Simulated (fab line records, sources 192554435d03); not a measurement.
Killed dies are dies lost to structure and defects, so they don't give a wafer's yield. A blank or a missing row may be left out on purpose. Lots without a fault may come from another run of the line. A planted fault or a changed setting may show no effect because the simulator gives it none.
Chamber matching | flow n5_finfet | N5_BEOL_M8_PECVD_70 on pecvd-01: 3 sister chambers
The step deposits SiO2 from TEOS/O2, target thk 20 nm, time 22.7 s. 3 wafers are shown with their chamber, then 8 later ones without.

WAFERS WITH THEIR CHAMBER
wafer  | chamber | showerhead_plenum_p_Torr (Torr)
L081.1 | 1       | 8.91
L087.4 | 2       | 8.68
L088.2 | 0       | 8.75

WAFERS WITHOUT THEIR CHAMBER
wafer  | showerhead_plenum_p_Torr (Torr)
L088.3 | 8.88
L088.5 | 8.74
L093.1 | 8.90
L093.4 | 8.73
L093.6 | 8.71
L096.1 | 8.74
L096.3 | 8.90
L096.4 | 8.76

WHICH CHAMBER EACH WENT THROUGH
wafer  | from the rows above     | in truth
L088.3 | 1                       | 1
L088.5 | 0                       | 0
L093.1 | 1                       | 1
L093.4 | can't be placed: 0 or 2 | 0
L093.6 | can't be placed: 2 or 0 | 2
L096.1 | 0                       | 0
L096.3 | 1                       | 1
L096.4 | 0                       | 0
Placed correctly: 6 of 8. Can't be placed from these rows: 2 (the true chamber is among the candidates in 2). Placed wrongly: 0.
How it was worked out, from the rows above alone: a wafer's distance from a chamber is the root of the sum, over the readings, of the square of ((its reading less the chamber's mean) divided by the reading's scatter). The wafer belongs to the nearest chamber; if the next one is less than 2 further off, it can't be placed. A chamber's mean is the mean of its shown wafers. The scatter: with one shown wafer a chamber, the root of the mean of the squares of how far each hidden wafer lies from its nearest shown one.
